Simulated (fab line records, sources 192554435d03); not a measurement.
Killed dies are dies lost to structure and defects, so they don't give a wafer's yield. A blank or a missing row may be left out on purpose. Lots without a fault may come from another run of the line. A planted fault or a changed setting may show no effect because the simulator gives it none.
Which tool did it? | flow n5_finfet | 24 lots, 72 wafers sampled, at 4 steps of a route of 1938

WHAT THE GAUGES READ, wafer by wafer
N5_BEOL_M8_CD_MEAS_11: target cd 38.5 nm.
lot  | measured     | on        | cd_nm (nm)
L075 | day 9 03:28  | cd_sem-03 | 38.7 38.8 38.6
L074 | day 9 17:46  | cd_sem-01 | 38.7 38.4 38.3
L076 | day 9 18:10  | cd_sem-02 | 38.1 38.6 38.6
L077 | day 9 18:12  | cd_sem-02 | 39.3 38.8 38.9
L078 | day 10 10:06 | cd_sem-02 | 39.6 39.2 39.1
L079 | day 10 09:46 | cd_sem-02 | 38.9 38.4 39.1
L080 | day 10 16:29 | cd_sem-03 | 39.0 38.0 38.5
L081 | day 10 20:04 | cd_sem-03 | 37.3 38.2 37.8
L082 | day 10 22:54 | cd_sem-03 | 38.9 38.4 38.6
L083 | day 11 03:37 | cd_sem-01 | 38.4 38.8 39.2
L084 | day 11 19:13 | cd_sem-03 | 38.5 38.6 38.9
L085 | day 12 00:30 | cd_sem-03 | 38.7 38.9 39.3
L086 | day 12 09:40 | cd_sem-01 | 38.4 37.8 38.0
L087 | day 13 04:41 | cd_sem-01 | 38.1 38.7 38.6
L089 | day 13 07:05 | cd_sem-02 | 38.1 37.8 39.2
L088 | day 13 10:17 | cd_sem-01 | 38.8 38.2 39.0
L090 | day 13 14:54 | cd_sem-02 | 39.1 38.7 39.2
L091 | day 13 19:32 | cd_sem-01 | 39.1 38.5 38.8
L093 | day 14 03:46 | cd_sem-02 | 38.5 38.6 39.3
L094 | day 14 08:04 | cd_sem-01 | 38.6 39.0 38.1
L092 | day 14 08:21 | cd_sem-02 | 38.3 38.0 38.5
L095 | day 14 17:20 | cd_sem-01 | 38.5 38.8 39.3
L096 | day 15 00:44 | cd_sem-03 | 38.8 38.9 39.1
L097 | day 15 02:38 | cd_sem-01 | 38.6 38.6 38.7

N5_BEOL_M8_INSPECT_30: inspects for defects (brightfield).
lot  | measured     | on                | raw_defect_count
L075 | day 9 05:19  | defect_inspect-02 | 465 429 403
L074 | day 9 20:59  | defect_inspect-02 | 309 498 403
L076 | day 9 21:14  | defect_inspect-02 | 505 576 523
L077 | day 9 20:50  | defect_inspect-01 | 398 411 287
L078 | day 10 11:44 | defect_inspect-01 | 307 247 328
L079 | day 10 11:15 | defect_inspect-01 | 502 421 420
L080 | day 10 17:31 | defect_inspect-02 | 651 518 574
L081 | day 10 22:47 | defect_inspect-02 | 488 436 400
L082 | day 11 00:31 | defect_inspect-01 | 507 393 349
L083 | day 11 04:52 | defect_inspect-02 | 355 349 442
L084 | day 11 20:19 | defect_inspect-01 | 404 433 518
L085 | day 12 03:09 | defect_inspect-01 | 430 377 407
L086 | day 12 10:59 | defect_inspect-01 | 366 366 359
L087 | day 13 05:48 | defect_inspect-01 | 253 315 453
L089 | day 13 08:57 | defect_inspect-02 | 449 386 471
L088 | day 13 11:28 | defect_inspect-02 | 326 355 278
L090 | day 13 18:44 | defect_inspect-02 | 487 462 331
L091 | day 13 20:45 | defect_inspect-01 | 371 415 309
L093 | day 14 07:02 | defect_inspect-01 | 414 415 370
L094 | day 14 10:55 | defect_inspect-01 | 351 264 322
L092 | day 14 11:05 | defect_inspect-01 | 345 216 397
L095 | day 14 18:31 | defect_inspect-01 | 404 403 354
L096 | day 15 01:58 | defect_inspect-02 | 460 530 522
L097 | day 15 04:58 | defect_inspect-02 | 369 374 626

N5_BEOL_M8_THK_MEAS_53: measures by xrf.
lot  | measured     | on            | M8_THK (nm)
L075 | day 9 08:36  | film_metro-01 | 75.3 75.3 72.2
L074 | day 10 00:52 | film_metro-02 | 75.9 74.2 81.0
L076 | day 10 01:21 | film_metro-02 | 77.9 80.1 78.4
L077 | day 10 00:07 | film_metro-01 | 76.7 77.5 73.0
L078 | day 10 14:34 | film_metro-01 | 80.4 75.1 76.5
L079 | day 10 14:08 | film_metro-01 | 78.9 75.9 80.6
L080 | day 10 21:08 | film_metro-02 | 77.7 80.6 78.6
L081 | day 11 02:16 | film_metro-02 | 75.3 76.1 79.3
L082 | day 11 03:19 | film_metro-02 | 79.6 80.6 75.8
L083 | day 11 07:51 | film_metro-02 | 78.0 79.9 78.0
L084 | day 11 23:35 | film_metro-01 | 81.9 75.9 78.9
L085 | day 12 06:22 | film_metro-02 | 77.1 76.8 76.5
L086 | day 12 14:36 | film_metro-01 | 77.8 77.3 79.1
L087 | day 13 08:15 | film_metro-01 | 75.5 75.9 74.6
L089 | day 13 12:13 | film_metro-01 | 79.6 75.3 81.7
L088 | day 13 14:20 | film_metro-01 | 78.3 73.7 76.7
L090 | day 13 22:17 | film_metro-01 | 80.2 80.8 80.8
L091 | day 14 00:25 | film_metro-01 | 79.7 78.4 79.5
L093 | day 14 09:53 | film_metro-01 | 79.9 81.6 82.4
L094 | day 14 14:24 | film_metro-02 | 75.6 76.3 75.3
L092 | day 14 14:59 | film_metro-01 | 74.7 75.7 76.2
L095 | day 14 21:25 | film_metro-01 | 77.3 76.5 75.2
L096 | day 15 06:10 | film_metro-02 | 79.3 75.8 78.3
L097 | day 15 09:55 | film_metro-02 | 80.1 81.7 81.2

WHICH TOOL RAN EACH LOT (tool, then ch and the chambers of the sampled wafers, then the start)
lot  | N5_BEOL_M7_ETCH_62
L075 | rie_diel-03 ch 0,1,3, day 8 18:20
L074 | rie_diel-03 ch 0,1,2, day 9 09:21
L076 | rie_diel-01 ch 0,1, day 9 11:36
L077 | rie_diel-04 ch 0,1,3, day 9 12:01
L078 | rie_diel-03 ch 0,2,3, day 9 23:23
L079 | rie_diel-04 ch 0,2,3, day 10 01:03
L080 | rie_diel-04 ch 0,3, day 10 10:31
L081 | rie_diel-01 ch 1,2, day 10 14:14
L082 | rie_diel-01 ch 0,1,2, day 10 14:45
L083 | rie_diel-04 ch 2,3, day 10 20:13
L084 | rie_diel-03 ch 2,3, day 11 10:01
L085 | rie_diel-03 ch 2,3, day 11 15:53
L086 | rie_diel-03 ch 1,2, day 12 00:36
L087 | rie_diel-01 ch 0,1,3, day 12 21:43
L089 | rie_diel-03 ch 1,2,3, day 13 01:34
L088 | rie_diel-01 ch 0,3, day 13 01:47
L090 | rie_diel-03 ch 0,1,2, day 13 07:16
L091 | rie_diel-01 ch 0,1,2, day 13 10:07
L093 | rie_diel-04 ch 1,2,3, day 13 20:13
L094 | rie_diel-04 ch 1,2, day 14 00:34
L092 | rie_diel-03 ch 0,1,3, day 14 00:42
L095 | rie_diel-03 ch 0,1,2, day 14 08:20
L096 | rie_diel-01 ch 0,2, day 14 17:19
L097 | rie_diel-04 ch 0,1,2, day 14 20:04
- N5_BEOL_M7_ETCH_62: etches SOC in N2/H2, target depth 110 nm, overetch 22 nm, time 165 s.

WHAT THE TOOLS THEMSELVES READ (means of the sampled wafers that have a number; where no wafer has one, the mark that the record gives instead)
N5_BEOL_M7_ETCH_62.
lot  | tool        | drypump_motor_current_A (A) | h2_flow_sccm (sccm) | oes_product_au (a.u.) | rf_vpp_V (V) | showerhead_plenum_p_Torr (Torr) | throttle_valve_pct (%)
L075 | rie_diel-03 | 6.0                         | 200.0               | 0.58                  | 524.3        | 2.54                            | 17.98
L074 | rie_diel-03 | 5.8                         | 199.9               | 0.65                  | 524.6        | 2.57                            | 17.77
L076 | rie_diel-01 | 5.5                         | 200.1               | 0.74                  | 523.0        | 2.49                            | 17.59
L077 | rie_diel-04 | 5.6                         | 200.0               | 0.60                  | 520.9        | 2.42                            | 17.81
L078 | rie_diel-03 | 5.6                         | 200.4               | 0.64                  | 523.9        | 2.54                            | 17.73
L079 | rie_diel-04 | 5.7                         | 200.1               | 0.63                  | 523.0        | 2.50                            | 17.74
L080 | rie_diel-04 | 5.3                         | 199.8               | 0.58                  | 521.9        | 2.44                            | 17.86
L081 | rie_diel-01 | 5.6                         | 199.9               | 0.69                  | 522.0        | 2.47                            | 17.65
L082 | rie_diel-01 | 5.3                         | 200.1               | 0.71                  | 521.5        | 2.47                            | 17.62
L083 | rie_diel-04 | 5.5                         | 199.9               | 0.63                  | 522.0        | 2.46                            | 17.59
L084 | rie_diel-03 | 5.5                         | 199.6               | 0.63                  | 522.8        | 2.54                            | 17.92
L085 | rie_diel-03 | 5.5                         | 199.8               | 0.63                  | 523.4        | 2.54                            | 17.92
L086 | rie_diel-03 | 5.9                         | 200.0               | 0.76                  | 526.1        | 2.60                            | 17.79
L087 | rie_diel-01 | 5.5                         | 200.1               | 0.69                  | 524.6        | 2.54                            | 17.67
L089 | rie_diel-03 | 5.7                         | 200.0               | 0.76                  | 523.9        | 2.57                            | 17.74
L088 | rie_diel-01 | 5.2                         | 200.3               | 0.70                  | 523.1        | 2.55                            | 17.64
L090 | rie_diel-03 | 5.8                         | 200.3               | 0.76                  | 524.7        | 2.55                            | 17.58
L091 | rie_diel-01 | 5.3                         | 199.8               | 0.69                  | 521.3        | 2.46                            | 17.67
L093 | rie_diel-04 | 5.7                         | 199.9               | 0.63                  | 520.6        | 2.43                            | 17.58
L094 | rie_diel-04 | 6.0                         | 199.7               | 0.67                  | 522.8        | 2.48                            | 17.48
L092 | rie_diel-03 | 6.0                         | 200.6               | 0.77                  | 523.0        | 2.53                            | 17.65
L095 | rie_diel-03 | 5.8                         | 200.7               | 0.74                  | 523.5        | 2.55                            | 17.58
L096 | rie_diel-01 | 5.1                         | 199.9               | 0.70                  | 521.6        | 2.47                            | 17.65
L097 | rie_diel-04 | 5.9                         | 199.2               | 0.69                  | 521.5        | 2.46                            | 17.61

THE ANSWER, worked out from the rows above alone
Rule: what is usual is taken from the lots themselves. Put in order of their means at a reading, lots are off if they are a third of the lots or fewer, leave a main group of 4 or more, and stand apart from it by a gap of 3 or more times the standard deviation of the main group's means; of several such gaps the widest counts. A main group whose means are all the same, to the digits that the tables above print for the reading, isn't used. A lot without any number at a reading at which 4 lots or more have one is off too. The other lots that the step has rows for count as sound. The gauges are gone through in route order, then the tools' own readings, and for those a lot's mean is taken as printed above. The first step at which some lot is off is used, and at that step the reading that is off furthest; a lot without a number counts as furthest.
No lot is off at any reading shown: from this, nothing can be told.

WHAT THE SIMULATOR HAD PUT IN
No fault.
